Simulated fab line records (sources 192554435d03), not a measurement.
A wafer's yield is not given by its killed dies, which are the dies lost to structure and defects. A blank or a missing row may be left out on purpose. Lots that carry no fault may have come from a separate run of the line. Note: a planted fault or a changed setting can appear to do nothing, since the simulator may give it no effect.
The same fault as seen by 2 desks | flow n5Finfet | each desk has only its own numbers; what lay behind them comes last

## THE METROLOGY DESK
What the gauges read, lot by lot, whatever tool the lot ran on: means of the sampled wafers that have a number. Any lot whose mean is over 4 standard deviations away from the usual mean is out of limits and marked OUT; that distance is given in the brackets.
Columns: A = M13_RS at N5_BEOL_M13_RS_MEAS_54, usual 0.0448 ohm/sq; B = V13_OVL at N5_BEOL_M14_OVL_MEAS_11, usual 1 nm
lot  | first seen here | A      | B
L515 | day 13 01:59    | 0.0445 | -6
L514 | day 13 03:11    | 0.0451 | 4
L517 | day 13 23:09    | 0.0450 | -7
L521 | day 14 12:41    | 0.0454 | 1
L528 | day 16 13:35    | 0.0446 | 4
L525 | day 16 16:10    | 0.0448 | 4
L533 | day 16 23:04    | 0.0455 | 4
L532 | day 17 20:46    | 0.0439 | 1
L534 | day 18 00:01    | 0.0447 | -6
L535 | day 18 14:08    | 0.0447 | -6
L537 | day 19 12:18    | 0.0447 | 4
This desk's verdict: no lot among the 11 shows anything out of limits.

## FOR THE TOOL OWNER'S DESK: lithoTrack-01
The tool's own readings at N5_BEOL_M14_COAT_65 (time 60 s, resist thk 450 nm): means of the sampled wafers that have a number, for each lot that ran on this tool. Any lot whose mean is over 4 standard deviations away from the usual mean is out of limits and marked OUT; that distance is given in the brackets.
Columns: A = heaterPowerTotalW at N5_BEOL_M14_COAT_65, usual 500.6 W; B = plateTempC at N5_BEOL_M14_COAT_65, usual 249.99 C; C = spinSpeedRpm at N5_BEOL_M14_COAT_65, usual 1499.9 rpm
lot  | first seen here | A                | B                | C
L515 | day 13 03:16    | 499.1            | 249.97           | 1499.2
L517 | day 14 00:16    | 501.3            | 250.00           | 1499.5
L528 | day 16 14:43    | 514.1 (+7.5) OUT | 255.36 (+32) OUT | 1500.6
L525 | day 16 17:24    | 516.2 (+8.7) OUT | 255.68 (+33) OUT | 1500.1
L537 | day 19 13:45    | 500.8            | 250.20           | 1499.7
Finding of this desk: L525, L528 out of limits; the first was L528 at day 16 14:43, on heaterPowerTotalW at N5_BEOL_M14_COAT_65. L515, L517, L537: within limits.

## PUT TOGETHER
An alarm could have come from the tool owner's desk at day 16 14:43, on L525, L528.
The metrology desk saw nothing out of limits.
The metrology desk has L525, L528 on record, within its limits.
Every lot named ran N5_BEOL_M14_COAT_65 on lithoTrack-01.

## WHAT HAD BEEN PUT IN BY THE SIMULATOR
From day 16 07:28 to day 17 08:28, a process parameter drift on lithoTrack-01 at N5_BEOL_M14_COAT_65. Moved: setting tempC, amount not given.
Struck lots among those shown: L525, L528.
Delay in hours, fault start to first out-of-limits reading, by desk: the tool owner's desk at 7.
